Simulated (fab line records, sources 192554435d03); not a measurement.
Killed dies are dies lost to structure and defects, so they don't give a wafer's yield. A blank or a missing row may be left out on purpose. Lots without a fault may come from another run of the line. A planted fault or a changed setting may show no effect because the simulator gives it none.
fab line records | flow n5_finfet
record lots=5 wafers=14 last_day=18
route steps=1938 shown GATE_CUT@487 BEOL_M4@1111 PASSIVATION@1936
lots that met no fault: from a run of the same line without faults
start_h: hours from the record's first day to the start of the lot's first wafer shown | wait_h: hours since the lot's step before | " the same as in the row above | L1.1+2: a row that stands for several wafers | - no value, or no start given | * or withheld: withheld | < > ~ a bound
route shown NAME@n: a module of which the file shows steps, and the number in the route of the first | usual: mean/standard deviation of fault-free wafers | same: alike in all rows | chamber/n: place in a boat | sites: the reading at each site | _std_site: their standard deviation | _edge_site: outer sites' mean less inner sites' | radius_mm: how far each site lies from the wafer's centre | mask NAME#n: copy n | behind: the tool/chamber that last shaped the wafer | hold: why the lot was held/for how many hours/how that ended | device: the transistor (n, p or np) that didn't switch | end of line: the same wafers' tests at the end of the route | a step without rows: its recipe alone | killed: dies lost to structure and defects at the first sort, not the wafer's yield | map: a wafer's dies, x killed, . not, _ none there
set.NAME: the setting as run; set.NAME@STEP: as run at that earlier step | model.NAME: the simulator's own value behind a step, which no gauge read
lots at some steps of the route; a table a step, a row a wafer
services: from which hour (start_h, from the record's first day; less than 0 if before it) a tool's chamber was out of use, for how many hours, and why
## steps
# step N5_GATE_CUT_CD_MEAS_13
# recipe target_cd_nm=20 landing_energy_ev=500 detector=se_inlens
# usual cd_nm=19.97/0.23
# columns lot.wafer tool chamber start_h wait_h cd_nm
L855.1 cd_sem-01 0 106.88 - 19.94
L855.4 " 0 " " 20.00
L855.5 " 0 " " 20.25
L857.2 cd_sem-01 0 121.52 - 20.00
L857.3 " 0 " " 20.30
L857.6 " 0 " " 20.05
L862.2 cd_sem-02 0 147.55 - 19.99
L862.4 " 0 " " 20.16
L866.1 cd_sem-01 0 175.44 - 19.71
L866.3 " 0 " " 19.87
L866.6 " 0 " " 20.03
L873.2 cd_sem-03 0 216.22 - 19.77
L873.3 " 0 " " 19.73
L873.6 " 0 " " 20.04
# step N5_GATE_CUT_OVL_MEAS_14
# recipe points_per_wafer=522
# usual GATE_CUT_OVL=0.4/0.6
# columns lot.wafer tool chamber start_h wait_h GATE_CUT_OVL[nm]
L855.1 overlay-01 0 106.91 0.0 -0.1
L855.4 " 0 " " -0.4
L855.5 " 0 " " -0.3
L857.2 overlay-02 0 121.55 0.0 1.0
L857.3 " 0 " " 1.5
L857.6 " 0 " " 1.5
L862.2 overlay-01 0 147.59 0.0 0.0
L862.4 " 0 " " -0.3
L866.1 overlay-02 0 175.47 0.0 1.3
L866.3 " 0 " " 0.9
L866.6 " 0 " " 0.4
L873.2 overlay-02 0 216.25 0.0 0.1
L873.3 " 0 " " 0.6
L873.6 " 0 " " 0.4
# step N5_GATE_CUT_INSPECT_15
# recipe mode=adi inspect_instrument=brightfield
# usual raw_defect_count=135/39
# columns lot.wafer tool chamber start_h wait_h raw_defect_count
L855.1 defect_inspect-02 - 106.97 0.1 165
L855.4 " - " " 94
L855.5 " - " " 133
L857.2 defect_inspect-02 - 121.60 0.0 130
L857.3 " - " " 118
L857.6 " - " " 102
L862.2 defect_inspect-01 - 147.64 0.0 153
L862.4 " - " " 140
L866.1 defect_inspect-01 - 175.54 0.1 154
L866.3 " - " " 143
L866.6 " - " " 161
L873.2 defect_inspect-01 - 216.31 0.0 122
L873.3 " - " " 127
L873.6 " - " " 143
# step N5_GATE_CUT_DESCUM_18
# recipe chemistry=O2 time_s=7 source_power_w=50 bias_power_w=20 pressure_mtorr=20 rf_frequency_hz=2.712e+07 temp_c=40 resist=CAR-EUV o2_flow_sccm=225
# step N5_GATE_CUT_ETCH_28
# recipe chemistry=N2/H2 target=underlayer target_depth_a=130 mask_material=CAR-EUV time_s=10.4 ion_energy_ev=200 pressure_mtorr=30 source_w=840 bias_w=150 n2_flow_sccm=200 h2_flow_sccm=200 ends=cleared
# step N5_GATE_CUT_ETCH_36
# recipe chemistry=CF4 target=SiARC target_depth_a=130 mask_material=CAR-EUV time_s=21.7 ion_energy_ev=80 pressure_mtorr=40 source_w=545 bias_w=36 Ar_flow_sccm=100 cf4_flow_sccm=100 ends=cleared
# usual drypump_motor_current_A=5.6/0.57 etch_rf_on_time_s=21.7/0.54 oes_product_au=0.66/0.067 rf_fwd_power_W=531.4/1.8 rf_vpp_V=184.2/1.2 showerhead_plenum_p_Torr=2.15/0.059 throttle_valve_pct=15.63/0.24
# columns lot.wafer tool chamber start_h wait_h drypump_motor_current_A etch_rf_on_time_s oes_product_au rf_fwd_power_W rf_hours_counter_h rf_vpp_V showerhead_plenum_p_Torr throttle_valve_pct
L855.1 rie_diel-01 0 107.06 0.0 5.2 20.9 0.67 533.3 131 185.3 2.16 15.87
L855.4 " 3 " " 5.9 22.4 0.63 531.1 167 180.7 2.05 15.66
L855.5 " 1 " " 4.8 21.9 0.62 530.5 - 184.9 2.21 15.58
L857.2 rie_diel-01 1 121.69 0.0 4.8 21.8 0.61 528.1 178 184.7 2.21 15.58
L857.3 " 3 " " 5.9 22.2 0.64 532.0 171 182.0 2.05 15.67
L857.6 " 3 " " 5.9 22.3 0.64 532.4 - 182.8 2.05 15.67
L862.2 rie_diel-01 0 147.73 0.0 5.2 20.7 0.67 530.1 142 184.3 2.15 15.91
L862.4 " 1 " " 4.8 21.7 0.61 531.0 187 185.7 2.21 15.60
L866.1 rie_diel-06 3 175.75 0.0 5.7 21.7 0.69 533.3 103 184.6 2.24 15.54
L866.3 " 0 " " 6.2 22.2 0.64 527.4 169 181.7 2.05 15.78
L866.6 " 1 " " 5.1 21.9 0.61 528.7 - 185.0 2.12 15.68
L873.2 rie_diel-06 2 216.40 0.0 5.0 21.7 0.75 532.5 42 182.5 2.09 15.09
L873.3 " 3 " " 5.7 21.8 0.67 535.0 114 184.9 2.24 15.57
L873.6 " 1 " " 5.1 21.9 0.61 529.4 - 185.3 2.12 15.71
# step N5_GATE_CUT_ETCH_37
# recipe chemistry=N2/H2 target=SOC target_depth_a=600 overetch_a=120 mask_material=SiARC temp_c=40 time_s=90 ion_energy_ev=200 pressure_mtorr=30 source_w=840 bias_w=150 n2_flow_sccm=200 h2_flow_sccm=200
# usual drypump_motor_current_A=5.6/0.57 oes_product_au=0.69/0.068 rf_fwd_power_W=834/3.1 rf_vpp_V=524.1/2.2 showerhead_plenum_p_Torr=2.55/0.073 throttle_valve_pct=17.82/0.2
# columns lot.wafer tool chamber start_h wait_h drypump_motor_current_A oes_product_au rf_fwd_power_W rf_hours_counter_h rf_vpp_V showerhead_plenum_p_Torr throttle_valve_pct
L855.1 rie_diel-01 0 107.09 0.0 5.2 0.70 833 131 523.2 2.55 18.04
L855.4 " 3 " " 5.9 0.68 834 167 519.9 2.45 18.02
L855.5 " 1 " " 4.9 0.65 833 - 526.1 2.64 17.76
L857.2 rie_diel-01 1 121.72 0.0 4.9 0.64 835 178 528.8 2.64 17.78
L857.3 " 3 " " 5.9 0.68 832 171 521.8 2.45 18.02
L857.6 " 3 " " 5.9 0.69 827 - 521.5 2.45 18.03
L862.2 rie_diel-01 0 147.76 0.0 5.2 0.68 837 142 524.1 2.54 18.06
L862.4 " 1 " " 4.8 0.64 834 187 526.8 2.63 17.80
L866.1 rie_diel-06 3 175.78 0.0 5.7 0.72 837 103 526.7 2.66 17.65
L866.3 " 0 " " 6.3 0.68 834 169 522.7 2.41 17.94
L866.6 " 1 " " 5.0 0.66 838 - 524.5 2.50 17.72
L873.2 rie_diel-06 2 216.42 0.0 5.0 0.78 836 42 522.7 2.49 17.42
L873.3 " 3 " " 5.7 0.70 838 114 527.7 2.65 17.68
L873.6 " 1 " " 5.1 0.64 836 - 523.2 2.50 17.72
# step N5_GATE_CUT_STRIP_38
# recipe chemistry=N2/H2 temp_c=40 n2_flow_sccm=200 h2_flow_sccm=200 rf_frequency_hz=6e+07
# step N5_GATE_CUT_STRIP_39
# recipe chemistry=N2/H2 temp_c=40 n2_flow_sccm=200 h2_flow_sccm=200 rf_frequency_hz=6e+07
# step N5_GATE_CUT_HM_OPEN_40
# recipe chemistry=C4F6/O2 target=SiO2 mask_material=SiARC target_depth_a=1390 time_s=85.1 ion_energy_ev=250 pressure_mtorr=30 source_w=345 bias_w=185 Ar_flow_sccm=300 C4F6_flow_sccm=10 O2_flow_sccm=10 ends=cleared
# usual drypump_motor_current_A=5.6/0.56 etch_rf_on_time_s=93.6/2 oes_product_au=0.70/0.072 rf_fwd_power_W=341.9/1.3 rf_vpp_V=663/16 showerhead_plenum_p_Torr=2.86/0.076 throttle_valve_pct=20.94/0.23
# columns lot.wafer tool chamber start_h wait_h drypump_motor_current_A etch_rf_on_time_s oes_product_au rf_fwd_power_W rf_hours_counter_h rf_vpp_V showerhead_plenum_p_Torr throttle_valve_pct
L855.1 rie_diel-01 0 107.17 0.0 5.2 91.0 0.71 339.4 131 653 2.86 21.25
L855.4 " 3 " " 5.9 94.9 0.68 341.9 167 653 2.73 21.00
L855.5 " 1 " " 4.9 93.2 0.64 341.9 - 658 2.94 20.83
L857.2 rie_diel-01 1 121.80 0.0 4.9 92.6 0.65 340.0 178 658 2.93 20.82
L857.3 " 3 " " 5.9 94.3 0.67 340.7 171 653 2.73 20.99
L857.6 " 3 " " 5.9 94.9 0.67 342.0 - 653 2.73 21.00
L862.2 rie_diel-01 0 147.84 0.0 5.2 90.8 0.70 342.5 142 654 2.86 21.25
L862.4 " 1 " " 4.9 94.2 0.65 341.9 187 657 2.93 20.85
L866.1 rie_diel-06 3 175.86 0.0 5.8 92.0 0.73 343.9 103 703 2.97 20.83
L866.3 " 0 " " 6.2 94.0 0.68 340.7 169 669 2.73 21.15
L866.6 " 1 " " 5.0 97.6 0.64 343.9 - 642 2.82 20.94
L873.2 rie_diel-06 2 216.51 0.0 5.0 92.7 0.80 343.4 42 676 2.79 20.50
L873.3 " 3 " " 5.7 94.0 0.71 344.6 114 702 2.97 20.86
L873.6 " 1 " " 5.1 95.4 0.64 343.2 - 641 2.81 20.96
# step N5_GATE_CUT_STRIP_41
# recipe chemistry=CF4 resist=SiARC power_w=300 bias_power_w=75 pressure_mtorr=50 cf4_flow_sccm=150 rf_frequency_hz=6e+07
# usual drypump_motor_current_A=5.6/0.56 oes_product_au=0.178/0.018 rf_fwd_power_W=293.7/1.2 rf_vpp_V=271.4/1.4 showerhead_plenum_p_Torr=1.80/0.05 throttle_valve_pct=13.61/0.25
# columns lot.wafer tool chamber start_h wait_h drypump_motor_current_A oes_product_au rf_fwd_power_W rf_hours_counter_h rf_vpp_V showerhead_plenum_p_Torr throttle_valve_pct
L855.1 rie_diel-01 0 107.23 0.0 5.2 0.179 293.0 131 271.6 1.81 13.84
L855.4 " 3 " " 5.9 0.175 292.5 167 268.8 1.72 13.63
L855.5 " 1 " " 4.8 0.165 291.6 - 272.7 1.86 13.60
L857.2 rie_diel-01 1 121.86 0.0 4.8 0.169 294.8 178 272.4 1.86 13.59
L857.3 " 3 " " 5.9 0.173 293.7 171 268.6 1.72 13.63
L857.6 " 3 " " 5.9 0.174 291.8 - 269.5 1.72 13.64
L862.2 rie_diel-01 0 147.90 0.0 5.2 0.173 293.0 142 272.5 1.81 13.87
L862.4 " 1 " " 4.8 0.166 292.8 187 273.3 1.85 13.62
L866.1 rie_diel-06 3 175.92 0.0 5.7 0.185 296.2 103 272.9 1.88 13.52
L866.3 " 0 " " 6.2 0.178 294.7 169 271.5 1.72 13.77
L866.6 " 1 " " 5.0 0.171 294.5 - 269.0 1.78 13.72
L873.2 rie_diel-06 2 216.57 0.0 5.0 0.201 294.8 42 269.6 1.74 13.03
L873.3 " 3 " " 5.7 0.184 296.3 114 272.1 1.87 13.55
L873.6 " 1 " " 5.1 0.168 296.2 - 269.7 1.78 13.74
# step N5_GATE_CUT_STRIP_42
# recipe chemistry=O2 power_w=400 temp_c=40 pressure_mtorr=30 rf_frequency_hz=6e+07 bias_power_w=0 overash_fraction=0.3 o2_flow_sccm=225
# step N5_GATE_CUT_ETCH_19
# recipe chemistry=CH3F/O2 target=SiNx mask_material=SiO2 target_depth_a=537 time_s=76.7 pressure_mtorr=30 source_w=395 bias_w=73 Ar_flow_sccm=150 CH3F_flow_sccm=30 O2_flow_sccm=20 ion_energy_ev=120 ends=cleared
# usual drypump_motor_current_A=5.6/0.57 etch_rf_on_time_s=77.1/1.5 oes_product_au=0.66/0.068 rf_fwd_power_W=390.8/1.7 rf_vpp_V=296/6.9 showerhead_plenum_p_Torr=2.01/0.055 throttle_valve_pct=16.36/0.23
# columns lot.wafer tool chamber start_h wait_h drypump_motor_current_A etch_rf_on_time_s oes_product_au rf_fwd_power_W rf_hours_counter_h rf_vpp_V showerhead_plenum_p_Torr throttle_valve_pct
L855.1 rie_diel-01 0 107.29 0.0 5.2 75.7 0.67 388.9 131 293 2.01 16.61
L855.4 " 3 " " 5.9 79.0 0.63 388.3 167 291 1.92 16.43
L855.5 " 1 " " 4.9 77.5 0.61 391.0 - 293 2.06 16.26
L857.2 rie_diel-01 1 121.92 0.0 4.8 77.8 0.62 392.0 178 293 2.06 16.29
L857.3 " 3 " " 5.9 78.8 0.64 389.8 171 291 1.91 16.44
L857.6 " 3 " " 5.9 78.8 0.63 390.0 - 292 1.91 16.43
L862.2 rie_diel-01 0 147.96 0.0 5.2 75.4 0.66 390.4 142 292 2.01 16.64
L862.4 " 1 " " 4.8 89.0 0.56 392.7 187 295 2.06 16.30
L866.1 rie_diel-06 3 175.98 0.0 5.7 75.2 0.69 393.2 103 314 2.10 16.25
L866.3 " 0 " " 6.2 76.9 0.65 391.2 169 297 1.91 16.56
L866.6 " 1 " " 5.1 78.0 0.61 392.3 - 286 1.98 16.38
L873.2 rie_diel-06 2 216.63 0.0 5.0 75.2 0.75 390.5 42 302 1.96 15.89
L873.3 " 3 " " 5.7 76.3 0.67 396.5 114 313 2.09 16.30
L873.6 " 1 " " 5.1 78.8 0.61 390.8 - 288 1.97 16.41
# step N5_GATE_CUT_CUT_ETCH_53
# recipe chemistry=SF6/Cl2 target=W mask_material=SiO2 target_depth_a=792 pressure_mtorr=8 icp_w=900 bias_w=80 SF6_flow_sccm=40 Cl2_flow_sccm=60 ends=cleared
# usual drypump_motor_current_A=6.03/0.24 etch_rf_on_time_s=27.0/0.54 oes_product_au=0.66/0.11 rf_fwd_power_W=878/3.1 throttle_valve_pct=28.94/0.26
# columns lot.wafer tool chamber start_h wait_h drypump_motor_current_A etch_rf_on_time_s oes_product_au rf_fwd_power_W rf_hours_counter_h throttle_valve_pct
L855.1 rie_metal-03 0 107.40 0.1 6.11 27.1 0.57 881 112 29.12
L855.4 " 1 " " 5.99 27.4 0.72 881 - 28.83
L855.5 " 0 " " 6.09 27.2 0.57 884 - 29.13
L857.2 rie_metal-02 0 122.03 0.1 5.77 26.9 0.54 879 123 29.43
L857.3 " 0 " " 5.77 26.8 0.53 880 - 29.42
L857.6 " 1 " " 5.46 27.8 0.56 874 - 28.97
L862.2 rie_metal-01 1 148.07 0.1 6.18 26.4 0.54 880 139 29.30
L862.4 " 0 " " 6.30 26.1 0.72 874 - 28.56
L866.1 rie_metal-01 1 176.09 0.1 6.19 26.3 0.89 882 0 28.85
L866.3 " 0 " " 6.27 26.6 0.70 873 - 28.57
L866.6 " 0 " " 6.27 26.8 0.70 874 - 28.57
L873.2 rie_metal-03 1 216.73 0.1 5.97 27.3 0.71 877 38 28.85
L873.3 " 0 " " 6.12 27.1 0.56 882 - 29.12
L873.6 " 0 " " 6.13 26.9 0.56 880 - 29.15
# step N5_BEOL_M4_RC_MEAS_101
# usual DIBL_N=36.2/1.6 DIBL_P=36.5/1.9 IOFF_N=0.158/0.027 IOFF_P=0.21/0.038 ION_N=675/12 ION_P=464/8.9 SS_N=71.5/0.61 SS_P=73.4/0.59 VT_N=250.4/3 VT_P=-250/3.6
# columns lot.wafer tool chamber start_h wait_h DIBL_N[mV/V] DIBL_P[mV/V] IOFF_N[nA/um] IOFF_P[nA/um] ION_N[uA/um] ION_P[uA/um] SS_N[mV/dec] SS_P[mV/dec] VT_N[mV] VT_P[mV]
L855.1 prober-02 0 185.89 0.0 33.6 32.2 0.115 0.14 648 443 71.4 72.3 255.8 -256
L855.4 " 0 " " 34.8 34.9 0.135 0.18 660 455 71.9 72.5 251.2 -254
L855.5 " 0 " " 33.9 33.5 0.119 0.16 656 445 71.4 72.9 254.5 -256
L857.2 prober-01 0 202.64 0.2 37.3 36.5 0.153 0.19 673 460 71.3 74.0 252.8 -253
L857.3 " 0 " " 37.8 37.0 0.168 0.20 680 460 71.9 74.1 250.7 -252
L857.6 " 0 " " 35.9 34.8 0.128 0.16 661 454 70.8 73.1 255.9 -253
L862.2 prober-01 0 227.61 0.2 36.6 36.7 0.168 0.20 682 462 71.3 73.3 247.3 -246
L862.4 " 0 " " 37.8 39.3 0.206 0.26 706 486 71.6 74.4 245.4 -246
L866.1 prober-02 0 275.09 0.0 36.0 36.8 0.154 0.21 678 461 71.9 73.5 251.5 -251
L866.3 " 0 " " 32.6 33.1 0.108 0.15 663 454 71.3 73.0 252.2 -255
L866.6 " 0 " " 35.5 35.9 0.148 0.19 669 459 72.0 73.0 248.8 -251
L873.2 prober-02 0 320.73 0.2 32.1 32.0 0.105 0.19 649 463 69.8 72.3 255.3 -249
L873.3 " 0 " " 34.7 35.8 0.149 0.24 675 474 71.5 73.7 248.6 -242
L873.6 " 0 " " 35.4 36.2 0.154 0.25 672 472 72.1 73.5 249.7 -245
# step N5_PASSIVATION_PROBE_49
# usual defect_limited_yield=91.3/1.7 killed_at_M0_to_M3=33/11 killed_at_M4_up=14/5.5 killed_at_contacts=13/6.5 killed_at_front_end=39/13 killed_at_other=3.4/2.9 killed_dies=103/20 killed_open=69/15 killed_short=32/8.1 sort_bin_5_function=5.1/1.1 sort_bin_6_memory=3.3/0.74 sort_n_pass=1077/20 sort_yield_pct=91.3/1.7
# same gross_dies=1180 killed_at_back_side=0 sort_bin_4_leakage[%]=0 sort_bin_8_speed[%]=0
# columns lot.wafer tool chamber start_h wait_h defect_limited_yield[%] killed_at_M0_to_M3 killed_at_M4_up killed_at_contacts killed_at_front_end killed_at_other killed_dies killed_open killed_short sort_bin_5_function[%] sort_bin_6_memory[%] sort_n_pass sort_yield_pct[%]
L855.1 prober-01 - 305.11 0.0 88.9 52 26 14 36 3 131 98 33 6.5 3.9 1049 88.9
L855.4 prober-01 - 305.26 0.2 92.8 22 16 9 35 3 85 62 23 4.1 3.0 1095 92.8
L855.5 prober-01 - 305.31 0.2 91.9 36 15 9 29 7 96 59 37 3.8 3.7 1084 91.9
L857.2 prober-02 - 314.58 0.1 92.8 37 12 6 29 1 85 51 33 4.7 2.5 1095 92.8
L857.3 prober-02 - 314.63 0.1 93.6 19 24 4 27 1 75 49 25 4.2 2.0 1105 93.6
L857.6 prober-02 - 314.78 0.3 94.2 25 6 7 29 1 68 43 23 2.5 3.0 1112 94.2
L866.1 prober-01 - 378.14 0.0 90.7 36 14 9 49 2 110 72 36 4.4 4.7 1070 90.7
L866.3 prober-01 - 378.24 0.1 91.7 37 8 5 47 1 98 62 31 5.4 2.2 1082 91.7
L866.6 prober-01 - 378.39 0.3 89.9 35 13 5 64 2 119 84 30 5.1 4.7 1061 89.9
# killed by level:class
L855.1 BEOL_M4:geometric_particle:open=15 BEOL_M0_SAQP:geometric_particle:open=14 BEOL_M3:geometric_particle:open=14 MOL_CONTACT_COAG:geometric_particle:open=11 FIN_SAQP:geometric_particle:short=8 FIN_SAQP:geometric_particle:open=7 STI_FIN_REVEAL:geometric_particle:open=6 BEOL_M0_SAQP:geometric_particle:short=6
L855.4 FIN_SAQP:geometric_particle:short=9 MOL_CONTACT_COAG:geometric_particle:open=9 FIN_SAQP:geometric_particle:open=8 BEOL_M4:geometric_particle:open=8 DUMMY_GATE:geometric_particle:open=6 BEOL_M3:geometric_particle:open=6 BEOL_M1:geometric_particle:open=6 GATE_CUT:geometric_particle:short=5
L855.5 FIN_SAQP:geometric_particle:short=12 BEOL_M3:geometric_particle:open=10 BEOL_M4:geometric_particle:open=8 MOL_CONTACT_COAG:geometric_particle:open=6 FIN_SAQP:geometric_particle:open=5 BEOL_M1:geometric_particle:open=5 BEOL_M0_SAQP:geometric_particle:open=4 BEOL_M0_SAQP:geometric_particle:short=4
L857.2 BEOL_M1:geometric_particle:open=7 BEOL_M1:geometric_particle:short=6 BEOL_M2:geometric_particle:open=6 FIN_SAQP:geometric_particle:open=5 STI_FIN_REVEAL:geometric_particle:open=5 BEOL_M3:geometric_particle:short=5 BEOL_M2:geometric_particle:short=4 BEOL_M3:geometric_particle:open=4
L857.3 BEOL_M4:geometric_particle:open=8 FIN_SAQP:geometric_particle:open=5 MOL_CONTACT_COAG:geometric_particle:open=4 GATE_CUT:geometric_particle:open=4 GATE_CUT:geometric_particle:short=4 BEOL_M3:geometric_particle:open=4 BEOL_M1:geometric_particle:short=4 STARTING-WAFER:geometric_particle:short=4
L857.6 GATE_CUT:geometric_particle:short=9 MOL_CONTACT_COAG:geometric_particle:open=6 BEOL_M3:geometric_particle:open=6 DUMMY_GATE:geometric_particle:open=5 STI_FIN_REVEAL:geometric_particle:open=4 BEOL_M0_SAQP:geometric_particle:short=4 BEOL_M1:geometric_particle:open=4 BEOL_M2:geometric_particle:open=4
L866.1 FIN_SAQP:geometric_particle:open=18 FIN_SAQP:geometric_particle:short=8 MOL_CONTACT_COAG:geometric_particle:open=8 BEOL_M3:geometric_particle:open=8 DUMMY_GATE:geometric_particle:open=6 BEOL_M4:geometric_particle:open=6 BEOL_M0_SAQP:geometric_particle:open=5 BEOL_M0_SAQP:geometric_particle:short=5
L866.3 FIN_SAQP:geometric_particle:open=12 FIN_SAQP:geometric_particle:short=12 BEOL_M2:geometric_particle:open=10 BEOL_M1:geometric_particle:open=9 STI_FIN_REVEAL:geometric_particle:open=7 BEOL_M0_SAQP:geometric_particle:short=7 BEOL_M0_SAQP:geometric_particle:open=6 MOL_CONTACT_COAG:geometric_particle:open=4
L866.6 FIN_SAQP:geometric_particle:open=26 BEOL_M0_SAQP:geometric_particle:open=12 FIN_SAQP:geometric_particle:short=9 STI_FIN_REVEAL:geometric_particle:open=9 BEOL_M2:geometric_particle:open=8 BEOL_M0_SAQP:geometric_particle:short=7 DUMMY_GATE:geometric_particle:open=5 BEOL_M3:geometric_particle:open=5
## services
# columns tool chamber start_h hours kind
rie_diel-06 3 84.92 1.6 repair
rie_metal-03 - 91.15 14.6 pm
rie_metal-02 - 149.58 14.6 pm
rie_metal-01 1 152.42 - clean
rie_metal-01 1 152.42 22.0 scheduled_down
rie_metal-01 1 152.42 22.0 vent_cycle
rie_diel-06 0 160.21 2.8 repair
rie_metal-02 - 166.89 0.1 repair
rie_metal-02 0 211.43 - clean
rie_metal-02 0 211.43 27.5 scheduled_down
rie_metal-02 0 211.43 27.5 vent_cycle
rie_diel-06 0 213.00 3.4 repair
## key
first_sign step=N5_GATE_CUT_ETCH_19 reading=etch_rf_on_time_s direction=up sigmas=7.9 usual=* struck=*
effect none on later readings
met_at N5_GATE_CUT_ETCH_19
struck_wafers L862.4
onset_between 121.92 147.96
fault kind=process_parameter_drift tool=rie_diel-01 chamber=- onset_h=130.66 steps=N5_GATE_CUT_ETCH_19 channel=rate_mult offset=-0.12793 shape=step end_h=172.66 scope=struck_wafers_only
